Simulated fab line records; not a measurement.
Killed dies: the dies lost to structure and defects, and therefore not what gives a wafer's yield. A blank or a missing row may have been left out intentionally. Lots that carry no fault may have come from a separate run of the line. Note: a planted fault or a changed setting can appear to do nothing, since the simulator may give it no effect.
Chamber matching	flow n5_finfet	4 sister chambers for N5_BEOL_M2_ALD_84 on ald_metal-02
The step deposits TaN, pulse time 2 s, purge time 3 s, co reactant purge time 2 s. 4 wafers are shown with their chamber, then 7 later ones without.

## EACH WAFER AND ITS CHAMBER
wafer	chamber	heater_power_w (W)
L788.1	0	483
L791.1	2	526
L793.1	1	411
L793.3	3	549

## WAFERS WITH NO CHAMBER GIVEN
wafer	heater_power_w (W)
L793.5	558
L800.1	505
L800.2	517
L800.5	523
L801.1	420
L801.5	568
L801.6	478

## CHAMBER TAKEN BY EACH
wafer	from the rows above	in truth
L793.5	can't be placed: 3 or 2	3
L800.1	can't be placed: 2 or 0 or 3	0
L800.2	can't be placed: 2 or 3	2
L800.5	can't be placed: 2 or 3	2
L801.1	1	1
L801.5	can't be placed: 3 or 2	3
L801.6	0	0
Correct placement for 2 of the 7. Not placeable from these rows: 5 (in 5, the candidates include the true chamber). Placed wrongly: 0.
How it was worked out, from the rows above alone: a wafer's distance from a chamber is the root of the sum, over the readings, of the square of ((its reading less the chamber's mean) divided by the reading's scatter). The wafer belongs to the nearest chamber; if the next one is less than 2 further off, it can't be placed. A chamber's mean is the mean of its shown wafers. The scatter: with one shown wafer a chamber, the root of the mean of the squares of how far each hidden wafer lies from its nearest shown one.
